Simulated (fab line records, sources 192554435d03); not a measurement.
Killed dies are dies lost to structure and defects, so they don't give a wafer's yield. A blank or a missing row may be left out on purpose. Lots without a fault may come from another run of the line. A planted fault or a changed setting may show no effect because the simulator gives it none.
fab line records | flow n5_finfet
record lots=6 wafers=18 last_day=17
route steps=1938 shown BEOL_M7@1312
lots that met no fault: from a run of the same line without faults
start_h: hours from the record's first day to the start of the lot's first wafer shown | wait_h: hours since the lot's step before | " the same as in the row above | L1.1+2: a row that stands for several wafers | - no value, or no start given | * or withheld: withheld | < > ~ a bound
route shown NAME@n: a module of which the file shows steps, and the number in the route of the first | usual: mean/standard deviation of fault-free wafers | same: alike in all rows | chamber/n: place in a boat | sites: the reading at each site | _std_site: their standard deviation | _edge_site: outer sites' mean less inner sites' | radius_mm: how far each site lies from the wafer's centre | mask NAME#n: copy n | behind: the tool/chamber that last shaped the wafer | hold: why the lot was held/for how many hours/how that ended | device: the transistor (n, p or np) that didn't switch | end of line: the same wafers' tests at the end of the route | a step without rows: its recipe alone | killed: dies lost to structure and defects at the first sort, not the wafer's yield | map: a wafer's dies, x killed, . not, _ none there
set.NAME: the setting as run; set.NAME@STEP: as run at that earlier step | model.NAME: the simulator's own value behind a step, which no gauge read
lots at some steps of the route; a table a step, a row a wafer
services: from which hour (start_h, from the record's first day; less than 0 if before it) a tool's chamber was out of use, for how many hours, and why
## steps
# step N5_BEOL_M7_HM_STRIP_39
# recipe chemistry=peroxide_tin_strip material=TiN target_depth_a=250 temp_c=50 time_s=158
# step N5_BEOL_M7_SRD_40
# recipe time_s=30 temp_c=23 rinse_liquid=diw dry=ipa_marangoni
# step N5_BEOL_M7_PRECLEAN_42
# recipe chemistry=residue_remover time_s=60 temp_c=40
# step N5_BEOL_M7_SRD_43
# recipe time_s=30 temp_c=23 rinse_liquid=diw dry=ipa_marangoni
# step N5_BEOL_M7_CD_MEAS_35
# recipe target_cd_nm=40 polarity=opening
# usual cd_nm=39.9/0.45
# columns lot.wafer tool chamber start_h wait_h cd_nm
L649.1 cd_sem-03 - 211.73 0.0 39.5
L649.2 " - " " 40.1
L649.4 " - " " 40.2
L651.2 cd_sem-03 - 217.70 0.0 39.2
L651.3 " - " " 39.1
L651.6 " - " " 39.9
L653.1 cd_sem-02 - 230.27 0.0 39.5
L653.2 " - " " 39.4
L653.6 " - " " 40.3
L663.1 cd_sem-01 - 292.33 0.0 39.4
L663.4 " - " " 39.8
L663.5 " - " " 40.5
L667.2 cd_sem-02 - 326.30 0.0 39.4
L667.5 " - " " 39.1
L667.6 " - " " 39.7
L668.1 cd_sem-03 - 330.61 0.0 39.8
L668.3 " - " " 39.4
L668.6 " - " " 40.0
# step N5_BEOL_M7_CURE_75
# recipe temp_c=370 time_s=120 ambient=DMADMS/He material=SiCOH_lowk
# usual lamp_power_pct=52.31/0.056 wafer_temp_C_max=371.5/0.43
# columns lot.wafer tool chamber start_h wait_h lamp_power_pct wafer_temp_C_max
L649.1 uv_cure-02 0 211.79 0.1 52.30 372.0
L649.2 " 0 " " 52.35 372.2
L649.4 " 0 " " 52.28 371.9
L651.2 uv_cure-02 2 217.79 0.1 52.33 372.0
L651.3 " 2 " " 52.33 371.6
L651.6 " 2 " " 52.24 371.5
L653.1 uv_cure-01 1 230.31 0.0 52.23 370.8
L653.2 " 1 " " 52.33 370.9
L653.6 " 1 " " 52.27 370.9
L663.1 uv_cure-03 2 292.37 0.0 52.29 371.9
L663.4 " 2 " " 52.22 371.3
L663.5 " 2 " " 52.30 371.3
L667.2 uv_cure-01 1 326.39 0.1 52.26 370.8
L667.5 " 1 " " 52.24 371.1
L667.6 " 1 " " 52.36 371.0
L668.1 uv_cure-01 1 330.65 0.0 52.32 371.0
L668.3 " 1 " " 52.32 370.8
L668.6 " 1 " " 52.33 371.1
# step N5_BEOL_M7_DEGAS_44
# recipe ambient=vacuum temp_c=250 time_s=60
# usual heater_power_w=344/35
# columns lot.wafer tool chamber start_h wait_h heater_power_w
L649.1 pvd_sputter-01 - 213.74 1.9 368
L649.2 " - " " 298
L649.4 " - " " 338
L651.2 pvd_sputter-03 - 218.19 0.4 385
L651.3 " - " " 316
L651.6 " - " " 384
L653.1 pvd_sputter-02 - 230.88 0.5 281
L653.2 " - " " 333
L653.6 " - " " 319
L663.1 pvd_sputter-01 - 293.10 0.7 394
L663.4 " - " " 312
L663.5 " - " " 335
L667.2 pvd_sputter-02 - 326.67 0.2 283
L667.5 " - " " 326
L667.6 " - " " 376
L668.1 pvd_sputter-02 - 331.47 0.8 327
L668.3 " - " " 285
L668.6 " - " " 363
# step N5_BEOL_M7_PRE_CLEAN_45
# recipe gas=H2/He time_s=30 temp_c=250
# step N5_BEOL_M7_ALD_77
# recipe material=TaN target_thk_a=20 temp_c=275 ald_precursor_family=PDMAT ald_co_reactant=NH3 pressure_torr=3 carrier_flow_sccm=1500 pulse_time_s=2 purge_time_s=3 co_reactant_purge_time_s=2 co_reactant_pulse_time_s=3 ald_cycles=40 precursor_vessel_temp_c=75 precursor_vessel_pressure_torr=26.25 precursor_vessel_carrier_sccm=1000
# usual heater_power_w=421/49 mfc_carrier_sccm=1500/4.3
# columns lot.wafer tool chamber start_h wait_h heater_power_w mfc_carrier_sccm since_wet_clean_h
L649.1 ald_metal-03 2 213.98 0.2 368 1504 2954
L649.2 " 0 " " 429 1505 2954
L649.4 " 2 " " 372 1504 -
L651.2 ald_metal-04 1 218.33 0.1 386 1495 1420
L651.3 " 2 " " 479 1500 1420
L651.6 " 0 " " 414 1512 -
L653.1 ald_metal-04 3 230.98 0.0 370 1493 1432
L653.2 " 0 " " 418 1500 1432
L653.6 " 0 " " 410 1499 -
L663.1 ald_metal-02 2 293.20 0.0 539 1504 4572
L663.4 " 3 " " 449 1505 4572
L663.5 " 1 " " 371 1502 -
L667.2 ald_metal-02 0 326.83 0.1 425 1505 4605
L667.5 " 0 " " 421 1501 -
L667.6 " 1 " " 376 1502 -
L668.1 ald_metal-04 0 331.58 0.0 408 1497 1533
L668.3 " 3 " " 361 1506 1533
L668.6 " 1 " " 386 1487 -
# step N5_BEOL_M7_SURFACE_TREAT_79
# recipe gas=Ar time_s=* ion_energy_ev=* ion_current_ma_cm2=0.5 pressure_mtorr=* ar_flow_sccm=30
# usual ar_flow_sccm=30.00/0.089 throttle_valve_pct=*
# columns lot.wafer tool chamber start_h wait_h ar_flow_sccm throttle_valve_pct
L649.1 pvd_sputter-02 - 214.35 0.2 30.07 *
L649.2 " - " " 30.09 *
L649.4 " - " " 30.20 *
L651.2 pvd_sputter-01 - 218.62 0.2 30.00 *
L651.3 " - " " 30.15 *
L651.6 " - " " 30.13 *
L653.1 pvd_sputter-02 - 231.36 0.2 30.12 *
L653.2 " - " " 30.03 *
L653.6 " - " " 30.00 *
L663.1 pvd_sputter-03 - 293.73 0.4 30.21 *
L663.4 " - " " 30.00 *
L663.5 " - " " 30.02 *
L667.2 pvd_sputter-02 - 327.27 0.3 30.03 *
L667.5 " - " " 30.07 *
L667.6 " - " " 30.05 *
L668.1 pvd_sputter-02 - 331.93 0.2 30.06 *
L668.3 " - " " 29.83 *
L668.6 " - " " 29.97 *
# step N5_BEOL_M7_CVD_78
# recipe material=Co target_thk_a=20 temp_c=withheld precursor=CCTBA/H2 pressure_torr=30 time_s=142.3
# step N5_BEOL_M7_SPUTTER_48
# recipe material=Cu target_thk_a=100 temp_c=-20 bias_v=60 power_w=26000 chamber_pressure_pa=0.13 time_s=1.667
# usual cathode_dc_power_W=26000/4.9 throttle_valve_pct=30.2/0.86
# columns lot.wafer tool chamber start_h wait_h cathode_dc_power_W throttle_valve_pct
L649.1 pvd_sputter-02 - 214.59 0.1 26004 29.6
L649.2 " - " " 26003 29.6
L649.4 " - " " 26000 30.2
L651.2 pvd_sputter-03 - 218.95 0.1 26008 31.0
L651.3 " - " " 25998 28.5
L651.6 " - " " 26011 31.0
L653.1 pvd_sputter-01 - 231.68 0.1 25994 30.1
L653.2 " - " " 26001 31.1
L653.6 " - " " 25996 31.0
L663.1 pvd_sputter-02 - 294.40 0.1 25993 31.4
L663.4 " - " " 26005 29.6
L663.5 " - " " 25994 29.7
L667.2 pvd_sputter-01 - 327.59 0.2 25996 28.8
L667.5 " - " " 26003 29.0
L667.6 " - " " 25999 31.2
L668.1 pvd_sputter-03 - 332.36 0.1 26000 28.3
L668.3 " - " " 25996 30.7
L668.6 " - " " 25997 30.9
# step N5_BEOL_M7_ECD_50
# recipe material=Cu target_thk_a=3000
# columns lot.wafer tool chamber start_h wait_h model.Cu_of_BEOL_M7_ECD_50.thk_nm
L649.1 ecd_cu-02 0 214.72 0.1 298.4
L649.2 " 1 " " 295.8
L649.4 " 1 " " 303.2
L651.2 ecd_cu-02 1 219.07 0.1 296.8
L651.3 " 1 " " 299.2
L651.6 " 0 " " 83.4
L653.1+2 ecd_cu-02 0,1 231.79 0.1 299.6
L653.6 " 1 " " 84
L663.1 ecd_cu-01 0 294.52 0.1 302
L663.4 " 1 " " 304.2
L663.5 " 0 " " 299
L667.2 ecd_cu-02 0 327.71 0.1 299.6
L667.5 " 0 " " 300.2
L667.6 " 1 " " 299.2
L668.1 ecd_cu-01 1 332.48 0.1 301.8
L668.3 " 1 " " 303
L668.6 " 1 " " 300
# step N5_BEOL_M7_ANNEAL_51
# recipe temp_c=225 time_s=90 ambient=N2
# step N5_BEOL_M7_CMP_52
# recipe stop_on=SiCOH_lowk t_overpolish_s=6.9 down_force_psi=1 platen_rpm=50 clearing_platen_down_force_psi=1.5 clearing_platen_rpm=50 post_cmp_clean=cu_alkaline target_thk_nm=80 clearing_platen_pad_velocity_m_s=0.99484 pad_velocity_m_s=0.99484
# usual clearing_platen_down_force_psi=1.5002/0.0027 head_pressure_psi=1.0002/0.0024 motor_current_A=6.3/0.66 time_to_endpoint_s=61.9/2.2
# columns lot.wafer tool chamber start_h wait_h clearing_platen_down_force_psi head_pressure_psi motor_current_A time_to_endpoint_s
L649.1 cmp-02 0 215.64 0.3 1.5027 1.0045 5.1 59.7
L649.2 " 2 " " 1.5001 0.9957 6.0 59.0
L649.4 " 3 " " 1.5034 1.0001 5.5 62.6
L651.2 cmp-04 3 219.72 0.2 1.5002 1.0009 7.1 59.4
L651.3 " 0 " " 1.5032 1.0009 5.2 60.8
L651.6 " 3 " " 1.5008 1.0030 7.0 18.0
L653.1 cmp-02 3 232.76 0.4 1.5031 1.0022 5.8 61.0
L653.2 " 0 " " 1.5032 0.9987 5.1 58.3
L653.6 " 0 " " 1.4981 0.9984 5.0 13.4
L663.1 cmp-03 2 295.50 0.3 1.4938 1.0011 7.0 64.0
L663.4 " 0 " " 1.4994 1.0018 6.4 62.7
L663.5 " 2 " " 1.4988 0.9983 6.6 60.1
L667.2 cmp-04 0 328.27 0.3 1.5033 1.0037 5.4 63.1
L667.6 " 3 " " 1.4970 1.0012 6.5 62.3
L667.5 " 0 " " 1.5068 1.0010 5.4 60.7
L668.1 cmp-03 0 333.83 0.5 1.5014 0.9965 6.6 62.7
L668.3 " 1 " " 1.5023 0.9996 6.4 61.0
L668.6 " 0 " " 1.4999 0.9981 6.4 64.2
# step N5_BEOL_M7_THK_MEAS_53
# recipe thk_meas_gauge=xrf reads=Cu_of_BEOL_M7_ECD_50
# usual M7_THK=80.6/1.4
# columns lot.wafer tool chamber start_h wait_h M7_THK[nm]
L649.1 film_metro-01 - 215.93 - 80.1
L649.2 " - " " 82.3
L649.4 " - " " 81.8
L651.2 film_metro-01 - 220.02 - 81.4
L651.3 " - " " 81.6
L651.6 " - " " 83.8
L653.1 film_metro-02 - 233.06 - 79.8
L653.2 " - " " 79.9
L653.6 " - " " 80.5
L663.1 film_metro-02 - 295.79 - 78.1
L663.4 " - " " 78.2
L663.5 " - " " 79.6
L667.2 film_metro-01 - 328.53 - 80.9
L667.5 " - " " 79.2
L667.6 " - " " 81.8
L668.1 film_metro-02 - 334.12 - 81.5
L668.3 " - " " 77.7
L668.6 " - " " 82.8
## services
# columns tool chamber start_h hours kind
cmp-04 - 189.08 0.5 repair
cmp-03 - 193.33 4.0 pm
cmp-03 - 197.70 1.8 repair
cmp-03 - 200.88 9.4 pm
cmp-04 - 200.94 6.7 repair
ald_metal-02 3 208.65 4.7 repair
uv_cure-01 - 208.68 7.5 pm
cmp-03 - 214.96 4.3 pm
ecd_cu-01 - 219.27 2.7 repair
cmp-03 - 223.26 2.5 repair
ald_metal-04 2 227.57 7.6 repair
cmp-02 - 230.48 1.0 repair
uv_cure-02 - 241.33 2.1 pm
ecd_cu-02 - 241.74 2.8 repair
uv_cure-02 - 263.19 7.3 repair
cmp-02 - 264.59 5.4 pm
ecd_cu-02 - 266.55 4.8 pm
uv_cure-02 - 277.47 6.0 pm
cmp-03 - 281.72 1.9 repair
cmp-03 - 285.20 0.5 repair
cmp-04 - 295.51 4.1 repair
cmp-02 - 296.11 2.5 repair
pvd_sputter-01 - 300.26 1.2 repair
pvd_sputter-01 - 330.77 4.0 repair
## key
first_sign step=N5_BEOL_M7_CMP_52 reading=time_to_endpoint_s direction=down sigmas=21 usual=* struck=*
effect none on later readings
model_effect step=N5_BEOL_M7_ECD_50 value=Cu_of_BEOL_M7_ECD_50.thk_nm without=297.5 struck=83.7
met_at N5_BEOL_M7_ECD_50
struck_wafers L651.6,L653.6
onset_between 214.72 219.07
fault kind=process_parameter_drift tool=ecd_cu-02 chamber=- onset_h=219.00 steps=N5_BEOL_M7_ECD_50 channel=target_thk_a offset=* shape=step end_h=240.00 scope=struck_wafers_only acts_in=* stated=*
